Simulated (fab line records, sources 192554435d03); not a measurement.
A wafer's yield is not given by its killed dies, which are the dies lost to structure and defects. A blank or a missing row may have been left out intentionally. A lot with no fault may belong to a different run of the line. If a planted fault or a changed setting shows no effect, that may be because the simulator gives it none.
Split-lot study ; flow n5Finfet ; route with 1938 steps; 7 lots, 21 wafers read

SPLIT DETAILS
At N5_BEOL_M9_COAT_60 (time 60 s, resist thk 30 nm), the setting spinRpm was moved away from the recipe's 1500 rpm on 6 of the 21 wafers read, by +6.6% to +10.1%. This setting was run at the recipe's value on the other wafers.

FROM THE SPLIT TO THE READING: what the file shows between them, 3 steps
- N5_BEOL_M9_COAT_05: resist thk 90 nm
- N5_BEOL_M9_EBR_07
- N5_BEOL_M9_DESCUM_16: chemistry O2, time 7.9 s

THE READING
CAR-ArF_of_BEOL_M9_COAT_05.thkNm (the simulator's own value, which no gauge read), in nm, at N5_BEOL_M9_ETCH_61 (etches SiARC in CF4, target depth 39 nm, time 65 s). No usual value for it is given in the file. The 15 wafers here that ran the recipe average 55.5 nm, standard deviation 0.19 nm.

wafer;tool, chamber at the split;spinRpm as run, rpm;against the recipe;CAR-ArF_of_BEOL_M9_COAT_05.thkNm, nm;against lot-mates on the recipe
L077.1;lithoTrack-03, 0;1500;recipe;55.6;-
L077.3;lithoTrack-03, 0;1628;+8.5%;56.8;+1.1
L077.4;lithoTrack-03, 0;1500;recipe;55.8;-
L080.1;lithoTrack-04, 0;1500;recipe;55.8;-
L080.3;lithoTrack-04, 0;1599;+6.6%;56.2;+0.4
L080.4;lithoTrack-04, 0;1599;+6.6%;56.6;+0.8
L082.1;lithoTrack-03, 0;1500;recipe;55.6;-
L082.4;lithoTrack-03, 0;1500;recipe;55.6;-
L082.6;lithoTrack-03, 0;1500;recipe;55.8;-
L086.2;lithoTrack-03, 0;1652;+10.1%;57;+1.7
L086.4;lithoTrack-03, 0;1500;recipe;55.2;-
L086.6;lithoTrack-03, 0;1500;recipe;55.4;-
L091.1;lithoTrack-03, 0;1500;recipe;55.4;-
L091.2;lithoTrack-03, 0;1500;recipe;55.4;-
L091.3;lithoTrack-03, 0;1500;recipe;55.6;-
L094.3;lithoTrack-03, 0;1500;recipe;55.6;-
L094.5;lithoTrack-03, 0;1629;+8.6%;56.6;+1.0
L094.6;lithoTrack-03, 0;1629;+8.6%;56.8;+1.2
L095.2;lithoTrack-04, 0;1500;recipe;55.4;-
L095.3;lithoTrack-04, 0;1500;recipe;55.2;-
L095.6;lithoTrack-04, 0;1500;recipe;55.6;-

THE FIT
A straight line over all 21 wafers: CAR-ArF_of_BEOL_M9_COAT_05.thkNm changes by +0.14 nm for each +1% of spinRpm; r = +0.95; the points scatter about the line by 0.18 nm.
The same after taking each lot's own level away (the mean of its wafers on the recipe; 21 wafers): +0.132 nm for each +1%; r = +0.95; scatter 0.17 nm.
Per that fit: largest spinRpm move, reading shift of 1.3 nm.
Measured against the standard deviation above, the lots' own levels, which go from 55.30 to 55.80 nm, span 2.7 times it.
So the lot-to-lot level changes the slope little: the two slopes agree.
Check: +1.19 nm against its lot-mates is what the line predicts for one of the wafers moved furthest among these (+10.1%) when that wafer is left out of the fit. Against them it came out at +1.7 nm.

OTHER SPLITS APPLIED TO THESE WAFERS
Before the reading, these wafers also passed through other splits. Each is held against what the fit with the lots' levels taken away leaves over:
other split on the same wafers;wafers away from the commonest value;r with CAR-ArF_of_BEOL_M9_COAT_05.thkNm (lot level and that fit taken away)
N5_BEOL_M8_EXPOSE_25 doseMj;9;+0.16
N5_BEOL_M9_ILD_DEP_00 timeS;8;-0.35

THE WHOLE CHAIN: every reading that the file lists as answering this split, in the file's order
step;what it does;reading;change (the file's fit);r (the file's)
N5_BEOL_M9_COAT_60;time 60 s, resist thk 30 nm;SiARC_of_BEOL_M9_COAT_60.thkNm (the simulator's own value, which no gauge read);-0.151 nm for each +1% of the setting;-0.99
N5_BEOL_M9_ETCH_61;etches SiARC in CF4, target depth 39 nm, time 65 s;etch.depthNm (the simulator's own value, which no gauge read);-0.145 nm for each +1% of the setting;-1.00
N5_BEOL_M9_ETCH_61;etches SiARC in CF4, target depth 39 nm, time 65 s;CAR-ArF_of_BEOL_M9_COAT_05.thkNm (the simulator's own value, which no gauge read);+0.137 nm for each +1% of the setting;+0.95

FILE'S OWN FIT
CAR-ArF_of_BEOL_M9_COAT_05.thkNm changes by +0.137 nm for each +1% of spinRpm, r = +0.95.
